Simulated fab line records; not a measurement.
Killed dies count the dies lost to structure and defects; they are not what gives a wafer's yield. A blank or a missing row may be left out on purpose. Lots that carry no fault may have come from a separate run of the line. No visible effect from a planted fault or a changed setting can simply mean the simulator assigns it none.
Chamber matching / flow n5_finfet / N5_BEOL_M5_ETCH_68 on rie_diel-01: 4 sister chambers
The step etches SOC in N2/H2, target depth 80 nm, overetch 16 nm, time 120 s. 4 wafers are shown with their chamber, then 9 later ones without.

== WAFERS PAIRED WITH THEIR CHAMBERS ==
wafer=L079.4; chamber=0; showerhead_plenum_p_Torr (Torr)=2.54
wafer=L083.5; chamber=3; showerhead_plenum_p_Torr (Torr)=2.42
wafer=L088.5; chamber=2; showerhead_plenum_p_Torr (Torr)=2.63
wafer=L088.6; chamber=1; showerhead_plenum_p_Torr (Torr)=2.52

== WAFERS WITHOUT THEIR CHAMBER ==
wafer=L092.4; showerhead_plenum_p_Torr (Torr)=2.63
wafer=L092.5; showerhead_plenum_p_Torr (Torr)=2.52
wafer=L092.6; showerhead_plenum_p_Torr (Torr)=2.52
wafer=L090.2; showerhead_plenum_p_Torr (Torr)=2.52
wafer=L090.3; showerhead_plenum_p_Torr (Torr)=2.52
wafer=L090.4; showerhead_plenum_p_Torr (Torr)=2.52
wafer=L095.1; showerhead_plenum_p_Torr (Torr)=2.62
wafer=L095.4; showerhead_plenum_p_Torr (Torr)=2.51
wafer=L095.5; showerhead_plenum_p_Torr (Torr)=2.63

== WHICH CHAMBER EACH ONE RAN IN ==
wafer=L092.4; from the rows above=2; in truth=2
wafer=L092.5; from the rows above=1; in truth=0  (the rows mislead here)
wafer=L092.6; from the rows above=1; in truth=1
wafer=L090.2; from the rows above=1; in truth=1
wafer=L090.3; from the rows above=1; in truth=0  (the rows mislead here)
wafer=L090.4; from the rows above=1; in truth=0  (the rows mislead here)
wafer=L095.1; from the rows above=2; in truth=2
wafer=L095.4; from the rows above=1; in truth=1
wafer=L095.5; from the rows above=2; in truth=2
6 of 9 placed correctly. Number that these rows cannot place: 0. Number placed wrongly: 3.
How it was worked out, from the rows above alone: a wafer's distance from a chamber is the root of the sum, over the readings, of the square of ((its reading less the chamber's mean) divided by the reading's scatter). The wafer belongs to the nearest chamber; if the next one is less than 2 further off, it can't be placed. For every chamber, the mean is computed from those of its wafers that are shown. The scatter: root of mean squared gap, hidden wafer to nearest shown wafer, with one shown wafer a chamber.
